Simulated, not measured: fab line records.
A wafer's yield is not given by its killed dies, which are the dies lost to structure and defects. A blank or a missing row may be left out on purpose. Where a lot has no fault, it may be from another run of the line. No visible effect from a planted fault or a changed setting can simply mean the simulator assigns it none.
The tool behind it: which one? :: flow n5 finfet :: 27 wafers from 9 lots sampled at 2 of the route's 1938 steps

== WHAT THE GAUGES READ, wafer by wafer ==
N5_BEOL_M0_SAQP_CD_MEAS_14: target cd 42.5 nm.
lot: L076
measured: day 6 11:17
on: cd sem-01
cd nm (nm): 42.6 42.8 42.4

lot: L080
measured: day 6 23:07
on: cd sem-01
cd nm (nm): 42.8 43.1 42.4

lot: L083
measured: day 7 17:24
on: cd sem-01
cd nm (nm): 42.5 42.6 42.7

lot: L085
measured: day 8 13:41
on: cd sem-01
cd nm (nm): 43.0 42.9 43.6

lot: L088
measured: day 9 01:48
on: cd sem-02
cd nm (nm): 42.1 41.9 42.5

lot: L090
measured: day 9 09:45
on: cd sem-02
cd nm (nm): 42.3 42.2 42.7

lot: L092
measured: day 10 03:23
on: cd sem-01
cd nm (nm): 42.1 41.8 42.5

lot: L094
measured: day 10 15:41
on: cd sem-01
cd nm (nm): 42.6 42.8 43.4

lot: L096
measured: day 10 22:46
on: cd sem-01
cd nm (nm): 42.3 42.7 42.6

== TOOL THAT RAN EACH LOT (tool first, then ch and the chambers of the sampled wafers, then the start) ==
lot: L076
N5_MOL_CONTACT_COAG_ETCH_66: rie diel-06 ch 0,1,2, day 6 03:59

lot: L080
N5_MOL_CONTACT_COAG_ETCH_66: rie diel-02 ch 0,2,3, day 6 15:15

lot: L083
N5_MOL_CONTACT_COAG_ETCH_66: rie diel-06 ch 0,3, day 7 10:50

lot: L085
N5_MOL_CONTACT_COAG_ETCH_66: rie diel-05 ch 0,1,2, day 8 06:55

lot: L088
N5_MOL_CONTACT_COAG_ETCH_66: rie diel-02 ch 0,2, day 8 18:43

lot: L090
N5_MOL_CONTACT_COAG_ETCH_66: rie diel-05 ch 0,1,3, day 9 02:24

lot: L092
N5_MOL_CONTACT_COAG_ETCH_66: rie diel-02 ch 0,1,2, day 9 17:43

lot: L094
N5_MOL_CONTACT_COAG_ETCH_66: rie diel-06 ch 1,3, day 10 09:20

lot: L096
N5_MOL_CONTACT_COAG_ETCH_66: rie diel-02 ch 1,2,3, day 10 15:33
- N5_MOL_CONTACT_COAG_ETCH_66: etches SiARC in CF4, target depth 13 nm, time 21.7 s.

== THE ANSWER, worked out from the rows above alone ==
Rule: what is usual is taken from the lots themselves. The widest of any qualifying gaps counts: lots, ordered by their means at a reading, are off when they make up no more than a third of the lots, leave a main group of 4 or more, and stand apart from it by 3 or more times the standard deviation of that group's means. Not used: any main group whose means are identical at the precision the tables above print for the reading. A lot without any number at a reading at which 4 lots or more have one is off too. The other lots that the step has rows for count as sound.
No lot is off at any reading shown: from this, nothing can be told.

== WHAT HAD BEEN PUT IN BY THE SIMULATOR ==
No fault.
